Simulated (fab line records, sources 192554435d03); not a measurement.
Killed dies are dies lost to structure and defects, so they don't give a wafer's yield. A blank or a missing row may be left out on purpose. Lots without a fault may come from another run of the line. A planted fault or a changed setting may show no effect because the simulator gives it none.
Chamber matching | flow n5_finfet | N5_GATE_CUT_STRIP_59 on rie_diel-06: 4 sister chambers
The step strips in N2/H2, time 20 s. 14 wafers are shown with their chamber, then 7 later ones without.

WAFERS WITH THEIR CHAMBER
wafer  | chamber | drypump_motor_current_A (A) | showerhead_plenum_p_Torr (Torr) | throttle_valve_pct (%)
L811.3 | 0       | 4.9                         | 3.19                            | 12.68
L811.4 | 2       | 6.4                         | 3.34                            | 12.12
L811.5 | 0       | 4.9                         | 3.19                            | 12.68
L817.3 | 1       | 5.8                         | 3.46                            | 12.02
L817.4 | 2       | 6.4                         | 3.34                            | 12.14
L817.5 | 0       | 4.9                         | 3.18                            | 12.72
L819.2 | 2       | 6.3                         | 3.34                            | 12.15
L819.3 | 3       | 6.3                         | 3.44                            | 12.22
L819.6 | 2       | 6.4                         | 3.34                            | 12.15
L828.2 | 2       | 6.4                         | 3.33                            | 12.19
L828.3 | 1       | 5.8                         | 3.45                            | 12.07
L828.6 | 1       | 5.8                         | 3.45                            | 12.07
L830.1 | 0       | 4.9                         | 3.17                            | 12.78
L830.3 | 2       | 6.3                         | 3.32                            | 12.21

SIGNATURES (means of the wafers above)
reading                  | chamber 0 | chamber 1 | chamber 2 | chamber 3 | scatter within a chamber
drypump_motor_current_A  | 4.900     | 5.800     | 6.367     | 6.300     | 0.0365
showerhead_plenum_p_Torr | 3.1825    | 3.4533    | 3.3350    | 3.4400    | 0.00832
throttle_valve_pct       | 12.7150   | 12.0533   | 12.1600   | 12.2200   | 0.0374
Rule: a wafer's distance from a chamber is the root of the sum, over the readings, of the square of ((its reading less the chamber's mean) divided by the reading's scatter). The wafer belongs to the nearest chamber; if the next one is less than 2 further off, it can't be placed. The scatter: the root of (the sum of the squares of (reading less its chamber's mean) over the shown wafers, divided by (wafers less chambers)).

WAFERS WITHOUT THEIR CHAMBER
wafer  | drypump_motor_current_A (A) | showerhead_plenum_p_Torr (Torr) | throttle_valve_pct (%)
L830.6 | 6.3                         | 3.43                            | 12.26
L831.2 | 6.3                         | 3.42                            | 12.26
L831.3 | 5.9                         | 3.45                            | 12.08
L831.5 | 5.9                         | 3.44                            | 12.09
L833.1 | 5.8                         | 3.44                            | 12.10
L833.3 | 6.3                         | 3.42                            | 12.27
L833.5 | 5.9                         | 3.44                            | 12.09

WHICH CHAMBER EACH WENT THROUGH
wafer  | from the rows above | in truth
L830.6 | 3                   | 3
L831.2 | 3                   | 3
L831.3 | 1                   | 1
L831.5 | 1                   | 1
L833.1 | 1                   | 1
L833.3 | 3                   | 3
L833.5 | 1                   | 1
Placed correctly: 7 of 7. Can't be placed from these rows: 0. Placed wrongly: 0.
